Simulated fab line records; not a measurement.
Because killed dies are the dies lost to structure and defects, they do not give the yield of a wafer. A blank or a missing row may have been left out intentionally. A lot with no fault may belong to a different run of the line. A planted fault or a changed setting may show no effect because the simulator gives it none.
fab line records	flow nand-harc
record: lots: 6	wafers: 18	last-day: 31
route steps=1302 shown P_M0@258
lots with no fault: from the same line, run without faults
start-h: start of the lot's first displayed wafer, in hours after the record's first day	wait-h: hours since the lot's step before	" same as the row above	L1.1+2: a row that stands for several wafers	- either no value or no given start	* or withheld: withheld	< > ~ a bound
route shown NAME@n: NAME is a module with steps in the file, n the number in the route of the first one	usual: mean/standard deviation of fault-free wafers	same: alike in all rows	chamber/n: place in a boat	sites: the reading at each site	_std_site: the values' standard deviation	_edge_site: outer sites' mean less inner sites'	radius-mm: for every site, how far away it sits from the centre of the wafer	mask NAME#n: copy n	behind: tool/chamber where the wafer was last shaped	hold: reason for holding the lot/hours on hold/outcome of the hold	device: the transistor (n, p or np) that didn't switch	end of line: at the end of the route, the tests of the same wafers	for a step that has no rows: nothing shown but its recipe	killed: dies that structure and defects cost at the first sort, which is not the same as the wafer's yield	map: per-die view of a wafer (x killed, . not killed, _ where there is no die)
set.NAME: the setting the step ran with; set.NAME@STEP: the setting that earlier step ran with	model.NAME: the simulator's own value behind a step, which no gauge read
lots at selected steps of the route; one table per step, one row per wafer
services: the hour from which a tool's chamber was out of use, counted from the record's first day as start-h (under 0 if before that day), plus the number of hours and why
== steps ==
step: NHARC_P_M0_SOFTBAKE_04
recipe: temp-c: 105	time-s: 55
step: NHARC_P_M0_EBR_05
step: NHARC_P_M0_EXPOSE_06
recipe: na: 1.35	target-cd-nm: 90	dose-mj: 81.28	mask-id: P_M0
step: NHARC_P_M0_PEB_07
recipe: peb-temp-c: 100	peb-time-s: 65
step: NHARC_P_M0_DEVELOP_08
recipe: develop-time-s: 35	dev-temp-c: 23
step: NHARC_P_M0_CD_MEAS_09
recipe: target-cd-nm: 90	landing-energy-ev: 500
usual: cd-nm: 89.7/0.56
lot.wafer	tool	chamber	start-h	wait-h	cd-nm
L521.2	cd-sem-01	0	127.26	-	89.4
L521.5	"	0	"	"	89.9
L521.6	"	0	"	"	90.2
L524.1	cd-sem-02	0	160.73	-	90.0
L524.2	"	0	"	"	89.7
L524.5	"	0	"	"	90.1
L529.4	cd-sem-03	0	210.92	-	89.7
L529.5	"	0	"	"	89.7
L529.6	"	0	"	"	90.0
L530.1	cd-sem-01	0	223.26	-	89.1
L530.4	"	0	"	"	89.6
L530.5	"	0	"	"	90.4
L538.1	cd-sem-02	0	299.35	-	90.2
L538.2	"	0	"	"	89.5
L538.6	"	0	"	"	90.3
L540.1	cd-sem-02	0	329.00	-	89.9
L540.2	"	0	"	"	89.7
L540.3	"	0	"	"	88.6
step: NHARC_P_M0_OVL_MEAS_10
recipe: pitch-nm: 180
usual: overlay-x-nm: -0.2/1	overlay-y-nm: 0.1/0.78
lot.wafer	tool	chamber	start-h	wait-h	overlay-x-nm	overlay-y-nm
L521.2	overlay-02	-	127.35	-	-0.7	1.4
L521.5	"	-	"	"	-0.6	1.1
L521.6	"	-	"	"	-0.5	1.1
L524.1	overlay-02	-	160.82	-	0.3	-0.2
L524.2	"	-	"	"	0.8	-0.6
L524.5	"	-	"	"	0.7	-0.3
L529.4	overlay-02	-	211.00	-	-3.2	-0.6
L529.5	"	-	"	"	-2.7	-0.7
L529.6	"	-	"	"	-2.5	-0.2
L530.1	overlay-01	-	223.35	-	0.6	-0.1
L530.4	"	-	"	"	0.7	0.9
L530.5	"	-	"	"	0.7	0.0
L538.1	overlay-01	-	299.44	-	0.0	0.1
L538.2	"	-	"	"	0.0	-0.1
L538.6	"	-	"	"	-0.2	0.0
L540.1	overlay-02	-	329.09	-	-0.2	-1.3
L540.2	"	-	"	"	0.0	-1.4
L540.3	"	-	"	"	0.0	-1.4
step: NHARC_P_M0_INSPECT_11
usual: raw-defect-count: 4.3/2.3
lot.wafer	tool	chamber	start-h	wait-h	raw-defect-count
L521.2	defect-inspect-02	-	127.38	0.0	5
L521.5	"	-	"	"	8
L521.6	"	-	"	"	5
L524.1	defect-inspect-02	-	160.86	0.0	5
L524.2	"	-	"	"	3
L524.5	"	-	"	"	8
L529.4	defect-inspect-01	-	211.04	0.0	3
L529.5	"	-	"	"	5
L529.6	"	-	"	"	3
L530.1	defect-inspect-02	-	223.39	0.0	3
L530.4	"	-	"	"	3
L530.5	"	-	"	"	5
L538.1	defect-inspect-02	-	299.48	0.0	2
L538.2	"	-	"	"	5
L538.6	"	-	"	"	3
L540.1	defect-inspect-01	-	329.12	0.0	11
L540.2	"	-	"	"	5
L540.3	"	-	"	"	9
step: NHARC_P_M0_DESCUM_14
recipe: time-s: 3	o2-flow-sccm: 200	ar-flow-sccm: 0	bias-power-w: 0	chemistry: O2
usual: drypump-motor-current-A: 5.8/0.46	oes-product-au: 1.003/0.01	rf-vpp-V: 57.7/0.91	showerhead-plenum-p-Torr: 1.89/0.09	throttle-valve-pct: 11.311/0.0094
lot.wafer	tool	chamber	start-h	wait-h	drypump-motor-current-A	oes-product-au	rf-hours-counter-h	rf-vpp-V	showerhead-plenum-p-Torr	throttle-valve-pct
L521.2	rie-diel-02	3	127.46	0.1	5.6	0.996	27	58.4	2.01	11.307
L521.5	"	1	"	"	5.1	0.982	-	58.5	1.94	11.315
L521.6	"	2	"	"	5.6	0.990	-	57.4	1.96	11.296
L524.2	rie-diel-08	2	161.02	0.2	5.3	0.992	21	56.5	1.93	11.302
L524.1	"	3	"	"	5.8	0.998	19	58.1	1.82	11.329
L524.5	"	3	"	"	5.8	0.998	-	58.6	1.82	11.302
L529.4	rie-diel-04	0	211.11	0.1	5.3	1.008	2	57.6	1.89	11.303
L529.6	"	3	"	"	6.0	1.020	-	59.4	2.05	11.305
L529.5	"	0	"	"	5.3	1.013	-	56.4	1.89	11.298
L530.1	rie-diel-04	1	223.55	0.2	6.0	0.992	9	56.5	1.79	11.323
L530.4	"	2	"	"	6.3	1.000	-	57.9	1.77	11.325
L530.5	"	0	"	"	5.3	1.003	-	58.9	1.89	11.304
L538.2	rie-diel-02	0	299.59	0.1	6.7	1.008	27	59.5	1.99	11.314
L538.1	"	2	"	"	5.5	0.981	29	58.6	1.93	11.305
L538.6	"	0	"	"	6.7	1.015	-	57.0	1.99	11.307
L540.3	rie-diel-08	3	329.57	0.4	5.8	1.008	29	57.4	1.81	11.316
L540.2	"	0	"	"	6.4	1.035	27	57.3	1.76	11.316
L540.1	"	1	"	"	6.0	1.011	26	58.4	1.88	11.317
step: NHARC_P_M0_ETCH_34
recipe: target-depth-a: 400	overetch-a: 120	time-s: 43.94	ion-energy-ev: 200	n2-flow-sccm: 150	h2-flow-sccm: 150	ar-flow-sccm: 0	rf-w: 400	bias-w: 150	chemistry: N2/H2
usual: bias-w: 149.9/0.51	drypump-motor-current-A: 5.8/0.46	oes-product-au: 1.004/0.0096	rf-vpp-V: 429.8/3	showerhead-plenum-p-Torr: 2.02/0.097	throttle-valve-pct: 14.171/0.0091
lot.wafer	tool	chamber	start-h	wait-h	bias-w	drypump-motor-current-A	oes-product-au	rf-hours-counter-h	rf-vpp-V	showerhead-plenum-p-Torr	throttle-valve-pct
L521.2	rie-diel-02	2	127.54	0.1	150.8	5.6	0.989	27	431.2	2.09	14.172
L521.5	"	3	"	"	150.3	5.6	1.013	-	431.8	2.14	14.169
L521.6	"	0	"	"	151.0	6.7	1.000	-	434.0	2.14	14.163
L524.2	rie-diel-08	1	161.12	0.1	150.0	5.9	1.010	22	429.5	2.02	14.175
L524.1	"	2	"	"	149.4	5.3	1.006	21	432.0	2.05	14.167
L524.5	"	3	"	"	149.8	5.8	1.012	-	427.7	1.93	14.170
L529.4	rie-diel-04	2	211.20	0.1	150.4	6.3	1.001	3	427.0	1.89	14.174
L529.6	"	0	"	"	150.2	5.3	1.007	-	428.5	2.02	14.172
L529.5	"	1	"	"	149.3	6.0	0.993	-	426.9	1.91	14.172
L530.1	rie-diel-04	1	223.78	0.2	149.5	6.0	0.990	9	427.0	1.91	14.185
L530.5	"	2	"	"	150.3	6.3	1.011	-	426.1	1.88	14.170
L530.4	"	1	"	"	149.7	6.0	0.996	-	426.4	1.91	14.161
L538.1	rie-diel-02	0	299.69	0.1	149.6	6.7	1.010	27	430.8	2.12	14.162
L538.2	"	1	"	"	149.3	5.0	1.004	31	432.2	2.05	14.178
L538.6	"	2	"	"	149.9	5.5	0.993	-	431.6	2.06	14.180
L540.3	rie-diel-08	0	329.68	0.1	150.1	6.4	1.023	27	425.5	1.87	14.158
L540.2	"	1	"	"	150.1	5.9	1.013	26	429.4	2.01	14.170
L540.1	"	3	"	"	149.4	5.8	1.015	29	426.8	1.92	14.169
step: NHARC_P_M0_ETCH_15
recipe: target-depth-a: 1500	overetch-a: 150	time-s: 82.5	c4f8-flow-sccm: withheld	ar-flow-sccm: 400	rf-w: 600	bias-w: 300	chemistry: C4F8/Ar
usual: bias-w: 300.1/0.87	oes-product-au: 0.955/0.024	rf-vpp-V: 440.1/2.9
lot.wafer	tool	chamber	start-h	wait-h	bias-w	oes-product-au	rf-hours-counter-h	rf-vpp-V
L521.2	rie-diel-02	1	-	-	301.7	0.951	24	442.2
L521.6	"	1	"	"	299.9	0.948	-	443.0
L521.5	"	2	"	"	299.3	0.957	-	442.3
L524.2	rie-diel-08	1	-	-	300.1	0.974	22	440.9
L524.1	"	3	"	"	300.3	0.965	19	437.4
L524.5	"	1	"	"	300.9	0.981	-	440.8
L529.4	rie-diel-04	3	-	-	300.3	0.965	2	445.3
L529.6	"	3	"	"	299.7	0.962	-	444.5
L529.5	"	0	"	"	300.5	0.970	-	440.6
L530.1	rie-diel-04	2	-	-	300.8	0.930	9	436.7
L530.4	"	0	"	"	299.9	0.938	-	440.3
L530.5	"	1	"	"	299.3	0.928	-	437.9
L538.1	rie-diel-02	2	-	-	299.8	0.938	29	441.9
L538.2	"	0	"	"	300.6	0.943	27	443.1
L538.6	"	1	"	"	298.8	0.940	-	442.5
L540.3	rie-diel-08	3	-	-	300.4	0.980	29	437.3
L540.2	"	0	"	"	299.8	0.976	27	436.7
L540.1	"	1	"	"	301.0	0.980	26	440.0
step: NHARC_P_M0_CD_MEAS_16
usual: cd-nm: 89.8/0.74
lot.wafer	tool	chamber	start-h	wait-h	cd-nm
L521.2	cd-sem-03	-	127.74	-	90.7
L521.5	"	-	"	"	90.1
L521.6	"	-	"	"	89.4
L524.1	cd-sem-01	-	161.35	-	89.3
L524.2	"	-	"	"	90.1
L524.5	"	-	"	"	89.4
L529.4	cd-sem-01	-	211.41	-	89.1
L529.5	"	-	"	"	90.4
L529.6	"	-	"	"	89.6
L530.1	cd-sem-03	-	224.10	-	88.5
L530.4	"	-	"	"	89.3
L530.5	"	-	"	"	89.8
L538.1	cd-sem-02	-	299.93	-	90.2
L538.2	"	-	"	"	89.8
L538.6	"	-	"	"	90.4
L540.1	cd-sem-01	-	329.92	-	90.0
L540.2	"	-	"	"	89.4
L540.3	"	-	"	"	88.0
step: NHARC_P_M0_STRIP_18
recipe: power-w: 1000	n2-flow-sccm: 150	h2-flow-sccm: 150	ar-flow-sccm: 0	bias-w: 0	chemistry: N2/H2
usual: bias-w: 0/0	chamber-pressure-mTorr: 29.996/0.028	drypump-motor-current-A: 5.8/0.48	oes-product-au: 1.002/0.011	rf-vpp-V: 90.5/1	showerhead-plenum-p-Torr: 2.02/0.094	throttle-valve-pct: 14.170/0.01
lot.wafer	tool	chamber	start-h	wait-h	bias-w	chamber-pressure-mTorr	drypump-motor-current-A	oes-product-au	rf-hours-counter-h	rf-vpp-V	showerhead-plenum-p-Torr	throttle-valve-pct
L521.2	rie-diel-02	0	127.84	0.1	0	29.999	6.7	0.989	19	90.1	2.14	14.170
L521.6	"	3	"	"	0	30.024	5.6	0.999	-	89.5	2.14	14.170
L521.5	"	0	"	"	0	29.989	6.6	0.994	-	91.9	2.14	14.178
L524.1	rie-diel-08	3	161.43	0.1	0	29.949	5.8	0.994	19	91.1	1.93	14.155
L524.2	"	1	"	"	0	29.984	5.9	1.008	22	91.5	2.02	14.170
L524.5	"	2	"	"	0	29.994	5.3	0.996	-	91.4	2.05	14.145
L529.4	rie-diel-08	3	211.50	0.1	-	-	-	-	-	-	-	-
L529.6	"	2	"	"	-	-	-	-	-	-	-	-
L529.5	"	3	"	"	-	-	-	-	-	-	-	-
L530.1	rie-diel-04	1	224.18	0.1	-	-	-	-	-	-	-	-
L530.4	"	1	"	"	-	-	-	-	-	-	-	-
L530.5	"	2	"	"	-	-	-	-	-	-	-	-
L538.1	rie-diel-02	2	300.03	0.1	0	30.017	5.5	0.987	29	89.5	2.06	14.173
L538.2	"	1	"	"	0	29.958	5.1	0.990	31	91.2	2.05	14.165
L538.6	"	2	"	"	0	29.979	5.6	0.986	-	89.8	2.06	14.152
L540.3	rie-diel-02	3	330.85	0.9	0	29.984	5.6	1.006	34	91.5	2.12	14.167
L540.1	"	0	"	"	0	29.988	6.6	1.011	38	92.4	2.11	14.145
L540.2	"	2	"	"	0	30.000	5.5	0.979	37	89.3	2.06	14.165
step: NHARC_P_M0_STRIP_19
recipe: time-s: 600	temp-c: 30	chemistry: post-etch-residue-remover
== services ==
tool	chamber	start-h	hours	kind
rie-diel-04	3	106.91	5.3	repair
rie-diel-04	1	117.77	14.6	repair
rie-diel-02	0	126.30	-	clean
rie-diel-02	1	126.30	-	clean
rie-diel-02	2	126.30	-	clean
rie-diel-02	3	126.30	-	clean
rie-diel-08	0	148.78	14.3	repair
rie-diel-02	0	150.87	-	clean
rie-diel-02	1	150.87	-	clean
rie-diel-02	2	150.87	-	clean
rie-diel-04	1	151.28	1.3	repair
rie-diel-04	2	152.10	7.8	repair
rie-diel-04	-	182.22	9.0	pm
rie-diel-08	-	191.47	9.0	pm
rie-diel-02	3	207.57	13.6	repair
rie-diel-04	3	216.49	12.6	repair
rie-diel-02	-	220.32	9.0	pm
rie-diel-04	0	231.16	3.5	repair
rie-diel-04	2	231.23	4.8	repair
rie-diel-02	3	243.77	8.5	repair
rie-diel-02	-	246.23	1.0	repair
rie-diel-04	1	299.48	4.0	repair
rie-diel-04	0	300.39	6.9	repair
rie-diel-08	2	326.87	16.3	repair
== key ==
first-sign: step: NHARC_P_M0_STRIP_18	reading: tool-record	direction: missing
effect none on later readings
met-at NHARC_P_M0_STRIP_18
struck-wafers L529.4,L529.5,L529.6,L530.1,L530.4,L530.5
later-rows-left-out L529.4,L529.5,L529.6,L530.1,L530.4,L530.5
sort-left-out L529.4,L529.5,L529.6,L530.1,L530.4,L530.5
onset-between 161.43 211.50
fault: kind: skipped-step-whole	tool: rie-diel-04,rie-diel-08	chamber: -	onset-h: 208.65	steps: NHARC_P_M0_STRIP_18	scope: struck-lots-only
sort-left-out: the simulated sort isn't trusted on such a fault, so these wafers' sort isn't shown, and their yield isn't known
later-rows-left-out: the simulator's readings of these wafers behind a module that went badly wrong aren't trusted and aren't shown, but for the sort
